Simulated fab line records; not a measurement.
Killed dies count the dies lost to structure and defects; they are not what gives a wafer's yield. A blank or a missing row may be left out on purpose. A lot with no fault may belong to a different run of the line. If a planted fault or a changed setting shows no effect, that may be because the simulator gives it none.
Chamber matching / flow nand harc / NHARC_A_STAIRCASE_ETCHBACK_157 on rie diel-04: 4 sister chambers
The step etches the open film in CH3F/O2, target depth 90 nm, time 167.14 s. 7 wafers are shown with their chamber, then 7 later ones without.

== WAFERS PAIRED WITH THEIR CHAMBERS ==
wafer=L081.6; chamber=3; drypump motor current A (A)=5.5; showerhead plenum p Torr (Torr)=2.40
wafer=L082.5; chamber=0; drypump motor current A (A)=5.4; showerhead plenum p Torr (Torr)=2.28
wafer=L088.4; chamber=3; drypump motor current A (A)=5.4; showerhead plenum p Torr (Torr)=2.39
wafer=L088.5; chamber=1; drypump motor current A (A)=4.9; showerhead plenum p Torr (Torr)=2.35
wafer=L088.6; chamber=2; drypump motor current A (A)=6.0; showerhead plenum p Torr (Torr)=2.32
wafer=L093.2; chamber=2; drypump motor current A (A)=6.0; showerhead plenum p Torr (Torr)=2.31
wafer=L093.4; chamber=1; drypump motor current A (A)=4.8; showerhead plenum p Torr (Torr)=2.34

== WAFERS MISSING THEIR CHAMBER ==
wafer=L093.6; drypump motor current A (A)=6.0; showerhead plenum p Torr (Torr)=2.31
wafer=L094.1; drypump motor current A (A)=4.9; showerhead plenum p Torr (Torr)=2.34
wafer=L094.5; drypump motor current A (A)=5.4; showerhead plenum p Torr (Torr)=2.39
wafer=L094.6; drypump motor current A (A)=6.0; showerhead plenum p Torr (Torr)=2.31
wafer=L095.1; drypump motor current A (A)=6.0; showerhead plenum p Torr (Torr)=2.31
wafer=L095.4; drypump motor current A (A)=5.4; showerhead plenum p Torr (Torr)=2.38
wafer=L095.6; drypump motor current A (A)=5.4; showerhead plenum p Torr (Torr)=2.65

== THE CHAMBER EACH PASSED THROUGH ==
wafer=L093.6; from the rows above=2; in truth=2
wafer=L094.1; from the rows above=1; in truth=1
wafer=L094.5; from the rows above=3; in truth=3
wafer=L094.6; from the rows above=2; in truth=2
wafer=L095.1; from the rows above=2; in truth=2
wafer=L095.4; from the rows above=3; in truth=3
wafer=L095.6; from the rows above=3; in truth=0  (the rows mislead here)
Correctly placed: 6 of 7. Not placeable from these rows: 0. Wrongly placed: 1.
How it was worked out, from the rows above alone: a wafer's distance from a chamber is the root of the sum, over the readings, of the square of ((its reading less the chamber's mean) divided by the reading's scatter). The wafer belongs to the nearest chamber; if the next one is less than 2 further off, it can't be placed. For every chamber, the mean is computed from those of its wafers that are shown. The scatter: take each reading less its chamber's mean, square it, sum over the shown wafers, divide by the number of wafers less the number of chambers, and take the root.
